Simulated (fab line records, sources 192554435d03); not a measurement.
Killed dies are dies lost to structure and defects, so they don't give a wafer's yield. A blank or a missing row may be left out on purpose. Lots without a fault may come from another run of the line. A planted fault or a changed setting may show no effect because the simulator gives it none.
Which tool did it? | flow n5_finfet | 22 lots, 66 wafers sampled, at 2 steps of a route of 1938

WHAT THE GAUGES READ, wafer by wafer
N5_BEOL_M1_INSPECT_13: inspects for defects (brightfield).
lot  | measured     | on                | raw_defect_count
L074 | day 7 13:50  | defect_inspect-01 | 235 391 369
L075 | day 7 15:17  | defect_inspect-02 | 507 436 460
L077 | day 7 17:19  | defect_inspect-02 | 298 508 449
L080 | day 7 17:43  | defect_inspect-01 | 477 583 400
L079 | day 7 19:34  | defect_inspect-02 | 573 580 468
L078 | day 7 21:43  | defect_inspect-02 | 393 305 332
L081 | day 7 23:00  | defect_inspect-02 | 363 482 522
L082 | day 7 23:02  | defect_inspect-01 | 593 472 527
L083 | day 8 12:11  | defect_inspect-01 | 410 345 395
L084 | day 8 12:14  | defect_inspect-01 | 432 276 302
L085 | day 9 00:57  | defect_inspect-02 | 381 440 393
L086 | day 9 09:30  | defect_inspect-01 | 355 404 325
L088 | day 9 11:42  | defect_inspect-02 | 397 418 382
L087 | day 9 11:53  | defect_inspect-01 | 485 492 626
L089 | day 10 01:32 | defect_inspect-01 | 459 488 439
L091 | day 10 17:28 | defect_inspect-02 | 382 408 335
L092 | day 10 20:42 | defect_inspect-02 | 245 318 392
L093 | day 10 23:29 | defect_inspect-01 | 453 455 265
L094 | day 11 05:02 | defect_inspect-01 | 394 420 643
L095 | day 11 11:19 | defect_inspect-02 | 526 448 418
L096 | day 11 14:22 | defect_inspect-01 | 330 319 345
L097 | day 12 04:06 | defect_inspect-02 | 295 328 316

WHICH TOOL RAN EACH LOT (tool, then ch and the chambers of the sampled wafers, then the start)
lot  | N5_BEOL_M0_CO_CAP_123
L074 | cvd_co-02 ch 0,2, day 7 12:57
L075 | cvd_co-02 ch 1,2, day 7 14:23
L077 | cvd_co-02 ch 0,1,2, day 7 15:38
L080 | cvd_co-01 ch 1,2, day 7 16:16
L079 | cvd_co-02 ch 0,1,2, day 7 17:14
L078 | cvd_co-02 ch 0,2, day 7 19:39
L081 | cvd_co-02 ch 1,2, day 7 21:47
L082 | cvd_co-01 ch 0,1,2, day 7 22:04
L083 | cvd_co-01 ch 0,1, day 8 10:07
L084 | cvd_co-02 ch 0,1,2, day 8 10:40
L085 | cvd_co-02 ch 0,2, day 8 21:56
L086 | cvd_co-01 ch 1,2, day 9 08:05
L088 | cvd_co-01 ch 0,1,2, day 9 10:47
L087 | cvd_co-02 ch 0,2, day 9 10:54
L089 | cvd_co-02 ch 0,2, day 9 23:06
L091 | cvd_co-01 ch 1,2, day 10 16:15
L092 | cvd_co-02 ch 0,1,2, day 10 18:48
L093 | cvd_co-01 ch 0,1,2, day 10 21:04
L094 | cvd_co-01 ch 0,1, day 11 02:44
L095 | cvd_co-01 ch 0,1,2, day 11 10:04
L096 | cvd_co-01 ch 0,1,2, day 11 13:25
L097 | cvd_co-01 ch 1,2, day 12 02:08
- N5_BEOL_M0_CO_CAP_123: material Co, precursor CCTBA/H2, target thk 2 nm, time 102.1 s.

WHAT THE TOOLS THEMSELVES READ (means of the sampled wafers that have a number; where no wafer has one, the mark that the record gives instead)
N5_BEOL_M0_CO_CAP_123.
lot  | tool      | heater_power_w (W) | susceptor_temp_C (C)
L074 | cvd_co-02 | 230                | 200.01
L075 | cvd_co-02 | 237                | 199.89
L077 | cvd_co-02 | 234                | 199.99
L080 | cvd_co-01 | 228                | 200.07
L079 | cvd_co-02 | 233                | 199.98
L078 | cvd_co-02 | 237                | 200.12
L081 | cvd_co-02 | 240                | 200.06
L082 | cvd_co-01 | 232                | 200.02
L083 | cvd_co-01 | 238                | 199.89
L084 | cvd_co-02 | 233                | 200.09
L085 | cvd_co-02 | 229                | 199.99
L086 | cvd_co-01 | 226                | 199.95
L088 | cvd_co-01 | 235                | 200.11
L087 | cvd_co-02 | 230                | 200.11
L089 | cvd_co-02 | 229                | 200.18
L091 | cvd_co-01 | 226                | 200.05
L092 | cvd_co-02 | 237                | 199.95
L093 | cvd_co-01 | 233                | 200.02
L094 | cvd_co-01 | 243                | 200.04
L095 | cvd_co-01 | 238                | 199.86
L096 | cvd_co-01 | 240                | 200.08
L097 | cvd_co-01 | 229                | 199.96

THE ANSWER, worked out from the rows above alone
Rule: what is usual is taken from the lots themselves. Put in order of their means at a reading, lots are off if they are a third of the lots or fewer, leave a main group of 4 or more, and stand apart from it by a gap of 3 or more times the standard deviation of the main group's means; of several such gaps the widest counts. A main group whose means are all the same, to the digits that the tables above print for the reading, isn't used. A lot without any number at a reading at which 4 lots or more have one is off too. The other lots that the step has rows for count as sound. The gauges are gone through in route order, then the tools' own readings, and for those a lot's mean is taken as printed above. The first step at which some lot is off is used, and at that step the reading that is off furthest; a lot without a number counts as furthest.
No lot is off at any reading shown: from this, nothing can be told.

WHAT THE SIMULATOR HAD PUT IN
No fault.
